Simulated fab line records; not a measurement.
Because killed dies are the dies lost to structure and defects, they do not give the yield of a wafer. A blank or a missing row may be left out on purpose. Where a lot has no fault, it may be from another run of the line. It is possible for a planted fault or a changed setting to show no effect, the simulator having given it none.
What tool caused it? || flow n5Finfet || Sampling: 24 lots, 72 wafers, 6 of 1938 route steps

== WHAT THE GAUGES READ, wafer by wafer ==
N5_BEOL_M14_INSPECT_30: inspects for defects (macro). Usual: 1.9 for rawDefectCount, sd 1.4.
{"lot": "L074", "measured": "day 11 14:39", "on": "defectInspect-01", "rawDefectCount": "3 0 1", "flag": ""}
{"lot": "L075", "measured": "day 11 17:37", "on": "defectInspect-01", "rawDefectCount": "3 1 1", "flag": ""}
{"lot": "L077", "measured": "day 12 05:41", "on": "defectInspect-02", "rawDefectCount": "1 4 1", "flag": ""}
{"lot": "L078", "measured": "day 12 20:35", "on": "defectInspect-01", "rawDefectCount": "3 1 0", "flag": ""}
{"lot": "L076", "measured": "day 12 21:38", "on": "defectInspect-02", "rawDefectCount": "0 2 6", "flag": ""}
{"lot": "L080", "measured": "day 13 02:07", "on": "defectInspect-02", "rawDefectCount": "3 0 2", "flag": ""}
{"lot": "L079", "measured": "day 13 12:25", "on": "defectInspect-02", "rawDefectCount": "2 2 0", "flag": ""}
{"lot": "L081", "measured": "day 13 18:36", "on": "defectInspect-02", "rawDefectCount": "4 1 4", "flag": ""}
{"lot": "L082", "measured": "day 14 12:33", "on": "defectInspect-01", "rawDefectCount": "0 0 0", "flag": ""}
{"lot": "L083", "measured": "day 14 15:29", "on": "defectInspect-01", "rawDefectCount": "0 3 4", "flag": ""}
{"lot": "L085", "measured": "day 15 05:13", "on": "defectInspect-01", "rawDefectCount": "2 7 1", "flag": ""}
{"lot": "L084", "measured": "day 15 09:45", "on": "defectInspect-01", "rawDefectCount": "2 2 0", "flag": ""}
{"lot": "L087", "measured": "day 15 15:07", "on": "defectInspect-02", "rawDefectCount": "3 2 1", "flag": ""}
{"lot": "L092", "measured": "day 15 21:44", "on": "defectInspect-01", "rawDefectCount": "5 2 0", "flag": ""}
{"lot": "L086", "measured": "day 15 23:30", "on": "defectInspect-01", "rawDefectCount": "2 1 1", "flag": ""}
{"lot": "L089", "measured": "day 16 04:40", "on": "defectInspect-02", "rawDefectCount": "3 3 2", "flag": ""}
{"lot": "L088", "measured": "day 16 13:10", "on": "defectInspect-02", "rawDefectCount": "1 4 1", "flag": ""}
{"lot": "L090", "measured": "day 16 13:17", "on": "defectInspect-01", "rawDefectCount": "0 0 1", "flag": ""}
{"lot": "L091", "measured": "day 16 18:26", "on": "defectInspect-01", "rawDefectCount": "2 1 3", "flag": ""}
{"lot": "L096", "measured": "day 17 02:53", "on": "defectInspect-01", "rawDefectCount": "1 1 1", "flag": ""}
{"lot": "L094", "measured": "day 17 03:46", "on": "defectInspect-02", "rawDefectCount": "1 0 3", "flag": ""}
{"lot": "L093", "measured": "day 17 06:08", "on": "defectInspect-02", "rawDefectCount": "4 1 0", "flag": ""}
{"lot": "L097", "measured": "day 17 20:18", "on": "defectInspect-01", "rawDefectCount": "4 1 1", "flag": ""}
{"lot": "L095", "measured": "day 18 19:05", "on": "defectInspect-02", "rawDefectCount": "2 1 2", "flag": ""}

N5_BEOL_M14_INSPECT_55: inspects for defects (darkfield). Usual: 69 for rawDefectCount, sd 27.
{"lot": "L074", "measured": "day 11 20:41", "on": "defectInspect-01", "rawDefectCount": "51 78 73", "flag": ""}
{"lot": "L075", "measured": "day 11 20:53", "on": "defectInspect-02", "rawDefectCount": "97 79 98", "flag": ""}
{"lot": "L077", "measured": "day 12 08:57", "on": "defectInspect-01", "rawDefectCount": "60 39 26", "flag": ""}
{"lot": "L078", "measured": "day 13 03:16", "on": "defectInspect-02", "rawDefectCount": "109 120 76", "flag": ""}
{"lot": "L076", "measured": "day 13 03:34", "on": "defectInspect-02", "rawDefectCount": "51 89 77", "flag": ""}
{"lot": "L080", "measured": "day 13 09:15", "on": "defectInspect-02", "rawDefectCount": "106 68 101", "flag": ""}
{"lot": "L079", "measured": "day 13 16:35", "on": "defectInspect-02", "rawDefectCount": "33 32 70", "flag": ""}
{"lot": "L081", "measured": "day 13 22:02", "on": "defectInspect-02", "rawDefectCount": "45 36 66", "flag": ""}
{"lot": "L082", "measured": "day 14 17:14", "on": "defectInspect-02", "rawDefectCount": "84 60 41", "flag": ""}
{"lot": "L083", "measured": "day 14 22:25", "on": "defectInspect-01", "rawDefectCount": "42 58 58", "flag": ""}
{"lot": "L085", "measured": "day 15 07:28", "on": "defectInspect-02", "rawDefectCount": "74 33 96", "flag": ""}
{"lot": "L084", "measured": "day 15 16:06", "on": "defectInspect-02", "rawDefectCount": "70 72 49", "flag": ""}
{"lot": "L087", "measured": "day 15 19:29", "on": "defectInspect-02", "rawDefectCount": "152 73 74", "flag": ""}
{"lot": "L092", "measured": "day 16 02:21", "on": "defectInspect-01", "rawDefectCount": "43 74 46", "flag": ""}
{"lot": "L086", "measured": "day 16 03:28", "on": "defectInspect-01", "rawDefectCount": "69 86 66", "flag": ""}
{"lot": "L089", "measured": "day 16 10:46", "on": "defectInspect-02", "rawDefectCount": "53 75 48", "flag": ""}
{"lot": "L088", "measured": "day 16 18:26", "on": "defectInspect-02", "rawDefectCount": "126 147 106", "flag": ""}
{"lot": "L090", "measured": "day 16 21:29", "on": "defectInspect-01", "rawDefectCount": "111 60 128", "flag": ""}
{"lot": "L091", "measured": "day 16 21:40", "on": "defectInspect-02", "rawDefectCount": "26 57 34", "flag": ""}
{"lot": "L096", "measured": "day 17 10:18", "on": "defectInspect-02", "rawDefectCount": "83 82 65", "flag": ""}
{"lot": "L094", "measured": "day 17 10:05", "on": "defectInspect-01", "rawDefectCount": "57 48 45", "flag": ""}
{"lot": "L093", "measured": "day 17 11:12", "on": "defectInspect-02", "rawDefectCount": "52 69 78", "flag": ""}
{"lot": "L097", "measured": "day 17 23:04", "on": "defectInspect-01", "rawDefectCount": "92 62 56", "flag": ""}
{"lot": "L095", "measured": "day 18 21:59", "on": "defectInspect-02", "rawDefectCount": "32 55 52", "flag": ""}

N5_BEOL_M15_CD_MEAS_10: target cd 360 nm. Usual: 360.3 nm for cdNm, sd 1.4.
{"lot": "L074", "measured": "day 11 21:25", "on": "cdSem-01", "cdNm (nm)": "363.4 362.6 362.3", "flag": ""}
{"lot": "L075", "measured": "day 11 21:28", "on": "cdSem-02", "cdNm (nm)": "358.3 359.2 359.5", "flag": ""}
{"lot": "L077", "measured": "day 12 09:32", "on": "cdSem-01", "cdNm (nm)": "358.0 359.0 359.0", "flag": ""}
{"lot": "L078", "measured": "day 13 03:51", "on": "cdSem-02", "cdNm (nm)": "361.0 360.1 361.4", "flag": ""}
{"lot": "L076", "measured": "day 13 04:16", "on": "cdSem-03", "cdNm (nm)": "360.8 361.1 360.3", "flag": ""}
{"lot": "L080", "measured": "day 13 09:50", "on": "cdSem-01", "cdNm (nm)": "362.7 361.4 361.4", "flag": ""}
{"lot": "L079", "measured": "day 13 17:10", "on": "cdSem-02", "cdNm (nm)": "359.4 358.9 361.0", "flag": ""}
{"lot": "L081", "measured": "day 13 22:38", "on": "cdSem-02", "cdNm (nm)": "361.1 361.0 360.0", "flag": ""}
{"lot": "L082", "measured": "day 14 17:58", "on": "cdSem-01", "cdNm (nm)": "359.8 359.9 360.9", "flag": ""}
{"lot": "L083", "measured": "day 14 23:08", "on": "cdSem-02", "cdNm (nm)": "360.2 360.7 361.1", "flag": ""}
{"lot": "L085", "measured": "day 15 08:04", "on": "cdSem-02", "cdNm (nm)": "362.4 361.1 363.2", "flag": ""}
{"lot": "L084", "measured": "day 15 16:49", "on": "cdSem-02", "cdNm (nm)": "358.5 358.7 358.2", "flag": ""}
{"lot": "L087", "measured": "day 15 20:19", "on": "cdSem-01", "cdNm (nm)": "360.1 359.3 360.0", "flag": ""}
{"lot": "L092", "measured": "day 16 02:58", "on": "cdSem-01", "cdNm (nm)": "359.2 359.8 359.0", "flag": ""}
{"lot": "L086", "measured": "day 16 04:03", "on": "cdSem-02", "cdNm (nm)": "359.7 359.0 357.6", "flag": ""}
{"lot": "L089", "measured": "day 16 11:22", "on": "cdSem-03", "cdNm (nm)": "363.6 362.8 362.9", "flag": ""}
{"lot": "L088", "measured": "day 16 19:01", "on": "cdSem-01", "cdNm (nm)": "361.1 360.5 361.5", "flag": ""}
{"lot": "L090", "measured": "day 16 22:04", "on": "cdSem-01", "cdNm (nm)": "360.6 360.5 361.2", "flag": ""}
{"lot": "L091", "measured": "day 16 22:22", "on": "cdSem-01", "cdNm (nm)": "362.1 360.3 360.4", "flag": ""}
{"lot": "L096", "measured": "day 17 11:01", "on": "cdSem-03", "cdNm (nm)": "360.2 359.1 357.5", "flag": ""}
{"lot": "L094", "measured": "day 17 10:41", "on": "cdSem-03", "cdNm (nm)": "359.5 359.9 358.3", "flag": ""}
{"lot": "L093", "measured": "day 17 11:47", "on": "cdSem-01", "cdNm (nm)": "359.8 359.9 360.5", "flag": ""}
{"lot": "L097", "measured": "day 17 23:47", "on": "cdSem-01", "cdNm (nm)": "359.6 358.5 359.6", "flag": ""}
{"lot": "L095", "measured": "day 18 22:34", "on": "cdSem-01", "cdNm (nm)": "360.3 361.2 361.9", "flag": ""}

N5_BEOL_M15_OVL_MEAS_11. Usual: V14_OVL gives 1 nm (standard deviation 5.9).
{"lot": "L074", "measured": "day 11 21:26", "on": "overlay-02", "V14_OVL (nm)": "5 2 -4", "flag": ""}
{"lot": "L075", "measured": "day 11 21:30", "on": "overlay-02", "V14_OVL (nm)": "-1 1 8", "flag": ""}
{"lot": "L077", "measured": "day 12 09:34", "on": "overlay-02", "V14_OVL (nm)": "-2 -3 1", "flag": ""}
{"lot": "L078", "measured": "day 13 03:53", "on": "overlay-01", "V14_OVL (nm)": "-6 -13 -3", "flag": ""}
{"lot": "L076", "measured": "day 13 04:18", "on": "overlay-01", "V14_OVL (nm)": "5 1 -5", "flag": ""}
{"lot": "L080", "measured": "day 13 09:52", "on": "overlay-02", "V14_OVL (nm)": "-3 4 6", "flag": ""}
{"lot": "L079", "measured": "day 13 17:12", "on": "overlay-02", "V14_OVL (nm)": "-2 2 -1", "flag": ""}
{"lot": "L081", "measured": "day 13 22:40", "on": "overlay-01", "V14_OVL (nm)": "8 7 3", "flag": ""}
{"lot": "L082", "measured": "day 14 17:59", "on": "overlay-01", "V14_OVL (nm)": "8 11 6", "flag": ""}
{"lot": "L083", "measured": "day 14 23:10", "on": "overlay-01", "V14_OVL (nm)": "7 14 1", "flag": ""}
{"lot": "L085", "measured": "day 15 08:05", "on": "overlay-02", "V14_OVL (nm)": "14 11 9", "flag": ""}
{"lot": "L084", "measured": "day 15 16:50", "on": "overlay-01", "V14_OVL (nm)": "-6 -3 -2", "flag": ""}
{"lot": "L087", "measured": "day 15 20:21", "on": "overlay-01", "V14_OVL (nm)": "-1 -3 -4", "flag": ""}
{"lot": "L092", "measured": "day 16 02:59", "on": "overlay-01", "V14_OVL (nm)": "-2 0 -1", "flag": ""}
{"lot": "L086", "measured": "day 16 04:05", "on": "overlay-01", "V14_OVL (nm)": "3 11 7", "flag": ""}
{"lot": "L089", "measured": "day 16 11:23", "on": "overlay-01", "V14_OVL (nm)": "0 -1 6", "flag": ""}
{"lot": "L088", "measured": "day 16 19:05", "on": "overlay-01", "V14_OVL (nm)": "-6 0 -1", "flag": ""}
{"lot": "L090", "measured": "day 16 22:06", "on": "overlay-01", "V14_OVL (nm)": "3 4 5", "flag": ""}
{"lot": "L091", "measured": "day 16 22:24", "on": "overlay-01", "V14_OVL (nm)": "-5 -2 -4", "flag": ""}
{"lot": "L096", "measured": "day 17 11:02", "on": "overlay-01", "V14_OVL (nm)": "-7 -7 -7", "flag": ""}
{"lot": "L094", "measured": "day 17 10:43", "on": "overlay-01", "V14_OVL (nm)": "-7 -7 2", "flag": ""}
{"lot": "L093", "measured": "day 17 11:49", "on": "overlay-02", "V14_OVL (nm)": "3 2 2", "flag": ""}
{"lot": "L097", "measured": "day 17 23:49", "on": "overlay-01", "V14_OVL (nm)": "5 6 2", "flag": ""}
{"lot": "L095", "measured": "day 18 22:36", "on": "overlay-01", "V14_OVL (nm)": "-1 1 0", "flag": ""}

== EACH LOT AND THE TOOL THAT RAN IT (in order: tool; ch and the chambers of the sampled wafers; start) ==
{"lot": "L074", "N5_BEOL_M14_VIA_ETCH_16": "rieDiel-01 ch 0,1,3, day 11 13:55", "N5_BEOL_M14_SPUTTER_43": "pvdSputter-01, day 11 19:25"}
{"lot": "L075", "N5_BEOL_M14_VIA_ETCH_16": "rieDiel-04 ch 1,2, day 11 16:53", "N5_BEOL_M14_SPUTTER_43": "pvdSputter-02, day 11 19:40"}
{"lot": "L077", "N5_BEOL_M14_VIA_ETCH_16": "rieDiel-04 ch 1,2,3, day 12 04:50", "N5_BEOL_M14_SPUTTER_43": "pvdSputter-01, day 12 07:44"}
{"lot": "L078", "N5_BEOL_M14_VIA_ETCH_16": "rieDiel-01 ch 0,2,3, day 12 19:51", "N5_BEOL_M14_SPUTTER_43": "pvdSputter-02, day 13 01:59"}
{"lot": "L076", "N5_BEOL_M14_VIA_ETCH_16": "rieDiel-05 ch 1,3, day 12 20:54", "N5_BEOL_M14_SPUTTER_43": "pvdSputter-03, day 13 02:20"}
{"lot": "L080", "N5_BEOL_M14_VIA_ETCH_16": "rieDiel-05 ch 1,2,3, day 13 01:29", "N5_BEOL_M14_SPUTTER_43": "pvdSputter-02, day 13 08:02"}
{"lot": "L079", "N5_BEOL_M14_VIA_ETCH_16": "rieDiel-04 ch 0,1,3, day 13 11:34", "N5_BEOL_M14_SPUTTER_43": "pvdSputter-02, day 13 15:19"}
{"lot": "L081", "N5_BEOL_M14_VIA_ETCH_16": "rieDiel-05 ch 0,1,3, day 13 17:52", "N5_BEOL_M14_SPUTTER_43": "pvdSputter-01, day 13 20:49"}
{"lot": "L082", "N5_BEOL_M14_VIA_ETCH_16": "rieDiel-04 ch 0,1,2, day 14 11:42", "N5_BEOL_M14_SPUTTER_43": "pvdSputter-01, day 14 15:43"}
{"lot": "L083", "N5_BEOL_M14_VIA_ETCH_16": "rieDiel-01 ch 2,3, day 14 14:38", "N5_BEOL_M14_SPUTTER_43": "pvdSputter-01, day 14 21:12"}
{"lot": "L085", "N5_BEOL_M14_VIA_ETCH_16": "rieDiel-01 ch 0,2,3, day 15 04:29", "N5_BEOL_M14_SPUTTER_43": "pvdSputter-03, day 15 06:15"}
{"lot": "L084", "N5_BEOL_M14_VIA_ETCH_16": "rieDiel-01 ch 0,2, day 15 08:53", "N5_BEOL_M14_SPUTTER_43": "pvdSputter-02, day 15 14:53"}
{"lot": "L087", "N5_BEOL_M14_VIA_ETCH_16": "rieDiel-01 ch 0,2,3, day 15 14:16", "N5_BEOL_M14_SPUTTER_43": "pvdSputter-03, day 15 18:15"}
{"lot": "L092", "N5_BEOL_M14_VIA_ETCH_16": "rieDiel-01 ch 0,2,3, day 15 20:53", "N5_BEOL_M14_SPUTTER_43": "pvdSputter-03, day 16 01:08"}
{"lot": "L086", "N5_BEOL_M14_VIA_ETCH_16": "rieDiel-05 ch 0,1,3, day 15 22:37", "N5_BEOL_M14_SPUTTER_43": "pvdSputter-01, day 16 01:28"}
{"lot": "L089", "N5_BEOL_M14_VIA_ETCH_16": "rieDiel-04 ch 0,1,3, day 16 03:55", "N5_BEOL_M14_SPUTTER_43": "pvdSputter-02, day 16 09:32"}
{"lot": "L088", "N5_BEOL_M14_VIA_ETCH_16": "rieDiel-05 ch 0,1, day 16 12:18", "N5_BEOL_M14_SPUTTER_43": "pvdSputter-03, day 16 17:08"}
{"lot": "L090", "N5_BEOL_M14_VIA_ETCH_16": "rieDiel-04 ch 0,1,2, day 16 12:32", "N5_BEOL_M14_SPUTTER_43": "pvdSputter-03, day 16 20:16"}
{"lot": "L091", "N5_BEOL_M14_VIA_ETCH_16": "rieDiel-01 ch 1,2, day 16 17:35", "N5_BEOL_M14_SPUTTER_43": "pvdSputter-01, day 16 20:17"}
{"lot": "L096", "N5_BEOL_M14_VIA_ETCH_16": "rieDiel-05 ch 0,1,3, day 17 02:09", "N5_BEOL_M14_SPUTTER_43": "pvdSputter-01, day 17 08:49"}
{"lot": "L094", "N5_BEOL_M14_VIA_ETCH_16": "rieDiel-01 ch 0,2, day 17 03:02", "N5_BEOL_M14_SPUTTER_43": "pvdSputter-03, day 17 08:51"}
{"lot": "L093", "N5_BEOL_M14_VIA_ETCH_16": "rieDiel-05 ch 0,1, day 17 05:25", "N5_BEOL_M14_SPUTTER_43": "pvdSputter-03, day 17 09:15"}
{"lot": "L097", "N5_BEOL_M14_VIA_ETCH_16": "rieDiel-01 ch 0,1, day 17 19:34", "N5_BEOL_M14_SPUTTER_43": "pvdSputter-01, day 17 21:50"}
{"lot": "L095", "N5_BEOL_M14_VIA_ETCH_16": "rieDiel-05 ch 2,3, day 18 18:13", "N5_BEOL_M14_SPUTTER_43": "pvdSputter-01, day 18 20:41"}
- N5_BEOL_M14_VIA_ETCH_16: etches SiO2 in C4F8/O2/Ar, target depth 1231.3 nm.
- N5_BEOL_M14_SPUTTER_43: material TaN, target thk 15 nm, time 24.19 s.

== WHAT THE TOOLS THEMSELVES READ (means of the sampled wafers that have a number; where no wafer has one, the mark that the record gives instead) ==
N5_BEOL_M14_VIA_ETCH_16. Usual: chamberPressureMTorr 20.003 mTorr, standard deviation 0.018; drypumpMotorCurrentA 5.7 A, standard deviation 0.46; mfcArSccm 399.9 sccm, standard deviation 1.2; oes_ar_750_au 0.82 a.u., standard deviation 0.094; oesProductAu 0.74 a.u., standard deviation 0.087; rfVppV 2215 V, standard deviation 21; showerheadPlenumPTorr 3.43 Torr, standard deviation 0.12; throttleValvePct 30.90 %, standard deviation 0.25.
{"lot": "L074", "tool": "rieDiel-01", "chamberPressureMTorr (mTorr)": 20.008, "drypumpMotorCurrentA (A)": 5.5, "mfcArSccm (sccm)": 398.3, "oes_ar_750_au (a.u.)": 0.79, "oesProductAu (a.u.)": 0.72, "rfVppV (V)": 2218, "showerheadPlenumPTorr (Torr)": 3.37, "throttleValvePct (%)": 30.83, "flag": ""}
{"lot": "L075", "tool": "rieDiel-04", "chamberPressureMTorr (mTorr)": 20.013, "drypumpMotorCurrentA (A)": 5.9, "mfcArSccm (sccm)": 398.7, "oes_ar_750_au (a.u.)": 0.89, "oesProductAu (a.u.)": 0.82, "rfVppV (V)": 2193, "showerheadPlenumPTorr (Torr)": 3.44, "throttleValvePct (%)": 30.74, "flag": ""}
{"lot": "L077", "tool": "rieDiel-04", "chamberPressureMTorr (mTorr)": 20.017, "drypumpMotorCurrentA (A)": 6.1, "mfcArSccm (sccm)": 399.5, "oes_ar_750_au (a.u.)": 0.85, "oesProductAu (a.u.)": 0.77, "rfVppV (V)": 2201, "showerheadPlenumPTorr (Torr)": 3.48, "throttleValvePct (%)": 30.80, "flag": ""}
{"lot": "L078", "tool": "rieDiel-01", "chamberPressureMTorr (mTorr)": 20.006, "drypumpMotorCurrentA (A)": 5.6, "mfcArSccm (sccm)": 400.2, "oes_ar_750_au (a.u.)": 0.87, "oesProductAu (a.u.)": 0.80, "rfVppV (V)": 2207, "showerheadPlenumPTorr (Torr)": 3.40, "throttleValvePct (%)": 30.87, "flag": ""}
{"lot": "L076", "tool": "rieDiel-05", "chamberPressureMTorr (mTorr)": 19.995, "drypumpMotorCurrentA (A)": 5.2, "mfcArSccm (sccm)": 399.5, "oes_ar_750_au (a.u.)": 0.77, "oesProductAu (a.u.)": 0.70, "rfVppV (V)": 2221, "showerheadPlenumPTorr (Torr)": 3.41, "throttleValvePct (%)": 31.12, "flag": ""}
{"lot": "L080", "tool": "rieDiel-05", "chamberPressureMTorr (mTorr)": 20.005, "drypumpMotorCurrentA (A)": 5.6, "mfcArSccm (sccm)": 401.2, "oes_ar_750_au (a.u.)": 0.74, "oesProductAu (a.u.)": 0.66, "rfVppV (V)": 2228, "showerheadPlenumPTorr (Torr)": 3.42, "throttleValvePct (%)": 31.16, "flag": ""}
{"lot": "L079", "tool": "rieDiel-04", "chamberPressureMTorr (mTorr)": 19.989, "drypumpMotorCurrentA (A)": 6.1, "mfcArSccm (sccm)": 401.0, "oes_ar_750_au (a.u.)": 0.77, "oesProductAu (a.u.)": 0.69, "rfVppV (V)": 2206, "showerheadPlenumPTorr (Torr)": 3.41, "throttleValvePct (%)": 30.78, "flag": ""}
{"lot": "L081", "tool": "rieDiel-05", "chamberPressureMTorr (mTorr)": 19.992, "drypumpMotorCurrentA (A)": 5.2, "mfcArSccm (sccm)": 399.9, "oes_ar_750_au (a.u.)": 0.83, "oesProductAu (a.u.)": 0.75, "rfVppV (V)": 2221, "showerheadPlenumPTorr (Torr)": 3.42, "throttleValvePct (%)": 31.11, "flag": ""}
{"lot": "L082", "tool": "rieDiel-04", "chamberPressureMTorr (mTorr)": 20.011, "drypumpMotorCurrentA (A)": 5.8, "mfcArSccm (sccm)": 400.1, "oes_ar_750_au (a.u.)": 0.79, "oesProductAu (a.u.)": 0.72, "rfVppV (V)": 2196, "showerheadPlenumPTorr (Torr)": 3.36, "throttleValvePct (%)": 30.73, "flag": ""}
{"lot": "L083", "tool": "rieDiel-01", "chamberPressureMTorr (mTorr)": 19.999, "drypumpMotorCurrentA (A)": 5.5, "mfcArSccm (sccm)": 397.7, "oes_ar_750_au (a.u.)": 0.88, "oesProductAu (a.u.)": 0.80, "rfVppV (V)": 2204, "showerheadPlenumPTorr (Torr)": 3.46, "throttleValvePct (%)": 30.65, "flag": ""}
{"lot": "L085", "tool": "rieDiel-01", "chamberPressureMTorr (mTorr)": 20.020, "drypumpMotorCurrentA (A)": 5.6, "mfcArSccm (sccm)": 400.8, "oes_ar_750_au (a.u.)": 0.83, "oesProductAu (a.u.)": 0.76, "rfVppV (V)": 2207, "showerheadPlenumPTorr (Torr)": 3.39, "throttleValvePct (%)": 30.87, "flag": ""}
{"lot": "L084", "tool": "rieDiel-01", "chamberPressureMTorr (mTorr)": 19.986, "drypumpMotorCurrentA (A)": 5.9, "mfcArSccm (sccm)": 400.3, "oes_ar_750_au (a.u.)": 0.86, "oesProductAu (a.u.)": 0.78, "rfVppV (V)": 2194, "showerheadPlenumPTorr (Torr)": 3.35, "throttleValvePct (%)": 31.00, "flag": ""}
{"lot": "L087", "tool": "rieDiel-01", "chamberPressureMTorr (mTorr)": 20.010, "drypumpMotorCurrentA (A)": 5.6, "mfcArSccm (sccm)": 398.5, "oes_ar_750_au (a.u.)": 0.83, "oesProductAu (a.u.)": 0.75, "rfVppV (V)": 2207, "showerheadPlenumPTorr (Torr)": 3.39, "throttleValvePct (%)": 30.88, "flag": ""}
{"lot": "L092", "tool": "rieDiel-01", "chamberPressureMTorr (mTorr)": 20.002, "drypumpMotorCurrentA (A)": 5.6, "mfcArSccm (sccm)": 400.3, "oes_ar_750_au (a.u.)": 0.82, "oesProductAu (a.u.)": 0.75, "rfVppV (V)": 2207, "showerheadPlenumPTorr (Torr)": 3.39, "throttleValvePct (%)": 30.88, "flag": ""}
{"lot": "L086", "tool": "rieDiel-05", "chamberPressureMTorr (mTorr)": 20.010, "drypumpMotorCurrentA (A)": 5.2, "mfcArSccm (sccm)": 400.3, "oes_ar_750_au (a.u.)": 0.80, "oesProductAu (a.u.)": 0.72, "rfVppV (V)": 2220, "showerheadPlenumPTorr (Torr)": 3.40, "throttleValvePct (%)": 31.12, "flag": ""}
{"lot": "L089", "tool": "rieDiel-04", "chamberPressureMTorr (mTorr)": 19.999, "drypumpMotorCurrentA (A)": 6.1, "mfcArSccm (sccm)": 399.8, "oes_ar_750_au (a.u.)": 0.75, "oesProductAu (a.u.)": 0.68, "rfVppV (V)": 2205, "showerheadPlenumPTorr (Torr)": 3.40, "throttleValvePct (%)": 30.78, "flag": ""}
{"lot": "L088", "tool": "rieDiel-05", "chamberPressureMTorr (mTorr)": 20.017, "drypumpMotorCurrentA (A)": 5.0, "mfcArSccm (sccm)": 399.3, "oes_ar_750_au (a.u.)": 0.83, "oesProductAu (a.u.)": 0.75, "rfVppV (V)": 2215, "showerheadPlenumPTorr (Torr)": 3.47, "throttleValvePct (%)": 30.99, "flag": ""}
{"lot": "L090", "tool": "rieDiel-04", "chamberPressureMTorr (mTorr)": 19.993, "drypumpMotorCurrentA (A)": 5.8, "mfcArSccm (sccm)": 400.9, "oes_ar_750_au (a.u.)": 0.78, "oesProductAu (a.u.)": 0.70, "rfVppV (V)": 2195, "showerheadPlenumPTorr (Torr)": 3.36, "throttleValvePct (%)": 30.75, "flag": ""}
{"lot": "L091", "tool": "rieDiel-01", "chamberPressureMTorr (mTorr)": 19.990, "drypumpMotorCurrentA (A)": 6.0, "mfcArSccm (sccm)": 399.3, "oes_ar_750_au (a.u.)": 0.92, "oesProductAu (a.u.)": 0.83, "rfVppV (V)": 2198, "showerheadPlenumPTorr (Torr)": 3.46, "throttleValvePct (%)": 30.79, "flag": ""}
{"lot": "L096", "tool": "rieDiel-05", "chamberPressureMTorr (mTorr)": 20.011, "drypumpMotorCurrentA (A)": 5.2, "mfcArSccm (sccm)": 401.3, "oes_ar_750_au (a.u.)": 0.89, "oesProductAu (a.u.)": 0.80, "rfVppV (V)": 2232, "showerheadPlenumPTorr (Torr)": 3.54, "throttleValvePct (%)": 31.05, "flag": ""}
{"lot": "L094", "tool": "rieDiel-01", "chamberPressureMTorr (mTorr)": 19.999, "drypumpMotorCurrentA (A)": 5.7, "mfcArSccm (sccm)": 400.6, "oes_ar_750_au (a.u.)": 0.78, "oesProductAu (a.u.)": 0.70, "rfVppV (V)": 2209, "showerheadPlenumPTorr (Torr)": 3.31, "throttleValvePct (%)": 31.13, "flag": ""}
{"lot": "L093", "tool": "rieDiel-05", "chamberPressureMTorr (mTorr)": 20.001, "drypumpMotorCurrentA (A)": 4.9, "mfcArSccm (sccm)": 400.0, "oes_ar_750_au (a.u.)": 0.86, "oesProductAu (a.u.)": 0.77, "rfVppV (V)": 2215, "showerheadPlenumPTorr (Torr)": 3.48, "throttleValvePct (%)": 30.99, "flag": ""}
{"lot": "L097", "tool": "rieDiel-01", "chamberPressureMTorr (mTorr)": 20.004, "drypumpMotorCurrentA (A)": 5.6, "mfcArSccm (sccm)": 399.7, "oes_ar_750_au (a.u.)": 0.78, "oesProductAu (a.u.)": 0.72, "rfVppV (V)": 2231, "showerheadPlenumPTorr (Torr)": 3.41, "throttleValvePct (%)": 31.03, "flag": ""}
{"lot": "L095", "tool": "rieDiel-05", "chamberPressureMTorr (mTorr)": 19.998, "drypumpMotorCurrentA (A)": 5.8, "mfcArSccm (sccm)": 399.5, "oes_ar_750_au (a.u.)": 0.92, "oesProductAu (a.u.)": 0.83, "rfVppV (V)": 2255, "showerheadPlenumPTorr (Torr)": 3.60, "throttleValvePct (%)": 31.06, "flag": ""}

N5_BEOL_M14_SPUTTER_43. Usual: 30.1 % for throttleValvePct, sd 0.85.
{"lot": "L074", "tool": "pvdSputter-01", "throttleValvePct (%)": 29.9, "flag": ""}
{"lot": "L075", "tool": "pvdSputter-02", "throttleValvePct (%)": 29.9, "flag": ""}
{"lot": "L077", "tool": "pvdSputter-01", "throttleValvePct (%)": 30.1, "flag": ""}
{"lot": "L078", "tool": "pvdSputter-02", "throttleValvePct (%)": 30.3, "flag": ""}
{"lot": "L076", "tool": "pvdSputter-03", "throttleValvePct (%)": 30.6, "flag": ""}
{"lot": "L080", "tool": "pvdSputter-02", "throttleValvePct (%)": 28.9, "flag": ""}
{"lot": "L079", "tool": "pvdSputter-02", "throttleValvePct (%)": 29.6, "flag": ""}
{"lot": "L081", "tool": "pvdSputter-01", "throttleValvePct (%)": 30.7, "flag": ""}
{"lot": "L082", "tool": "pvdSputter-01", "throttleValvePct (%)": 30.6, "flag": ""}
{"lot": "L083", "tool": "pvdSputter-01", "throttleValvePct (%)": 30.2, "flag": ""}
{"lot": "L085", "tool": "pvdSputter-03", "throttleValvePct (%)": 29.4, "flag": ""}
{"lot": "L084", "tool": "pvdSputter-02", "throttleValvePct (%)": 29.8, "flag": ""}
{"lot": "L087", "tool": "pvdSputter-03", "throttleValvePct (%)": 30.1, "flag": ""}
{"lot": "L092", "tool": "pvdSputter-03", "throttleValvePct (%)": 29.8, "flag": ""}
{"lot": "L086", "tool": "pvdSputter-01", "throttleValvePct (%)": 30.3, "flag": ""}
{"lot": "L089", "tool": "pvdSputter-02", "throttleValvePct (%)": 29.6, "flag": ""}
{"lot": "L088", "tool": "pvdSputter-03", "throttleValvePct (%)": 30.2, "flag": ""}
{"lot": "L090", "tool": "pvdSputter-03", "throttleValvePct (%)": 30.3, "flag": ""}
{"lot": "L091", "tool": "pvdSputter-01", "throttleValvePct (%)": 30.2, "flag": ""}
{"lot": "L096", "tool": "pvdSputter-01", "throttleValvePct (%)": 30.6, "flag": ""}
{"lot": "L094", "tool": "pvdSputter-03", "throttleValvePct (%)": 30.1, "flag": ""}
{"lot": "L093", "tool": "pvdSputter-03", "throttleValvePct (%)": 30.0, "flag": ""}
{"lot": "L097", "tool": "pvdSputter-01", "throttleValvePct (%)": 30.0, "flag": ""}
{"lot": "L095", "tool": "pvdSputter-01", "throttleValvePct (%)": 30.7, "flag": ""}

== THE ANSWER, worked out from the rows above alone ==
Rule: a lot counts as off when the mean over its wafers that have a number is more than 3 standard deviations away from the usual mean. Also off: a lot with no number at a reading for which 4 or more lots have one. Where the step has rows for the other lots, those lots are counted as sound. The gauges are gone through in route order, then the tools' own readings, and for those a lot's mean is taken as printed above. The first step at which some lot is off is used, and at that step the reading that is off furthest; a lot without a number counts as furthest.
None of the lots is off at any reading shown; this tells nothing.

== WHAT THE SIMULATOR PUT IN ==
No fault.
